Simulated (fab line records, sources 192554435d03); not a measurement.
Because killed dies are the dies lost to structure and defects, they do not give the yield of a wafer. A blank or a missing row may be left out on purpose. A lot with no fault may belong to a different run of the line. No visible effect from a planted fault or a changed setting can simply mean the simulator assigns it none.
One fault through the eyes of 3 desks / flow n5-finfet / only its own numbers are on each desk; what lay behind them is given at the end

DESK OF THE TOOL OWNER: rie-diel-01
The tool's own readings at N5_GATE_CUT_ETCH_58 (etches SiNx in CH3F/O2, target depth 17 nm, time 128.6 s): means of the sampled wafers that have a number, for each lot that ran on this tool. A lot is out of limits, marked OUT, if its mean lies more than 4 standard deviations from the usual mean; the brackets give that distance.
Columns: A = CH3F_flow_sccm at N5_GATE_CUT_ETCH_58, usual 30.01 sccm; B = drypump-motor-current-A at N5_GATE_CUT_ETCH_58, usual 5.9 A; C = oes-product-au at N5_GATE_CUT_ETCH_58, usual 0.77 a.u.; D = rf-fwd-power-W at N5_GATE_CUT_ETCH_58, usual 413.6 W; E = rf-vpp-V at N5_GATE_CUT_ETCH_58, usual 99.1 V; F = showerhead-plenum-p-Torr at N5_GATE_CUT_ETCH_58, usual 2.01 Torr; G = throttle-valve-pct at N5_GATE_CUT_ETCH_58, usual 16.32 %
lot=L282; first seen here=day 4 21:50; A=30.06; B=6.0; C=0.69; D=413.0; E=97.4; F=2.01; G=16.66
lot=L295; first seen here=day 8 01:37; A=29.97; B=5.7; C=0.87; D=413.9; E=99.3; F=2.05; G=16.30
lot=L300; first seen here=day 9 08:19; A=30.01; B=6.0; C=0.84; D=413.5; E=99.0; F=2.02; G=16.08
lot=L301; first seen here=day 9 20:07; A=30.07; B=6.4; C=0.87; D=414.1; E=99.5; F=1.94; G=16.20
This desk found nothing out of limits on any of the 4 lots.

AT THE METROLOGY DESK
Means of the sampled wafers that have a number, per lot and without regard to the tool the lot ran on: this is what the gauges read. A lot is out of limits, marked OUT, if its mean lies more than 4 standard deviations from the usual mean; the brackets give that distance. Of its 10 readings 7 are shown: those that lie furthest out on some lot.
Columns: A = DIBL_N at N5_BEOL_M4_RC_MEAS_101, usual 35.9 mV/V; B = DIBL_P at N5_BEOL_M4_RC_MEAS_101, usual 35.9 mV/V; C = IOFF_N at N5_BEOL_M4_RC_MEAS_101, usual 0.155 nA/um; D = ION_P at N5_BEOL_M4_RC_MEAS_101, usual 460 uA/um; E = SS_N at N5_BEOL_M4_RC_MEAS_101, usual 71.6 mV/dec; F = VT_N at N5_BEOL_M4_RC_MEAS_101, usual 250.0 mV; G = VT_P at N5_BEOL_M4_RC_MEAS_101, usual -251.6 mV
lot=L282; first seen here=day 8 15:05; A=35.6; B=35.2; C=0.146; D=463; E=71.8; F=251.0; G=-247.3
lot=L283; first seen here=day 9 02:28; A=35.9; B=34.8; C=0.135; D=455; E=71.3; F=254.6; G=-253.7
lot=L288; first seen here=day 10 08:20; A=37.3; B=37.5; C=0.184; D=452; E=71.5; F=245.6; G=-253.3
lot=L295; first seen here=day 12 10:20; A=36.0; B=36.8; C=0.151; D=465; E=71.3; F=250.8; G=-247.5
lot=L300; first seen here=day 12 22:38; A=38.1; B=38.0; C=0.179; D=462; E=72.2; F=249.0; G=-250.1
lot=L301; first seen here=day 13 16:14; A=34.8; B=36.0; C=0.170; D=456; E=71.5; F=246.6; G=-248.2
lot=L303; first seen here=day 13 23:29; A=35.3; B=34.4; C=0.140; D=464; E=71.6; F=251.8; G=-251.0
This desk found nothing out of limits on any of the 7 lots.

THE DEFECT DESK
Per lot, the means of the sampled wafers with a number show what the inspections along the route counted. A lot is out of limits, marked OUT, if its mean lies more than 4 standard deviations from the usual mean; the brackets give that distance.
Columns: A = raw-defect-count at N5_HKMG_FIN_INSPECT_28, usual 37
lot=L282; first seen here=day 4 21:31; A=25
lot=L283; first seen here=day 5 00:29; A=25
lot=L288; first seen here=day 6 13:29; A=33
lot=L295; first seen here=day 8 01:17; A=43
lot=L300; first seen here=day 9 07:59; A=46
lot=L301; first seen here=day 9 19:48; A=30
lot=L303; first seen here=day 10 07:31; A=29
This desk found nothing out of limits on any of the 7 lots.

ALL TOGETHER
The tool owner's desk saw nothing out of limits.
The metrology desk saw nothing out of limits.
Nothing the defect desk looked at was out of limits.

WHAT THE SIMULATOR HAD PUT IN
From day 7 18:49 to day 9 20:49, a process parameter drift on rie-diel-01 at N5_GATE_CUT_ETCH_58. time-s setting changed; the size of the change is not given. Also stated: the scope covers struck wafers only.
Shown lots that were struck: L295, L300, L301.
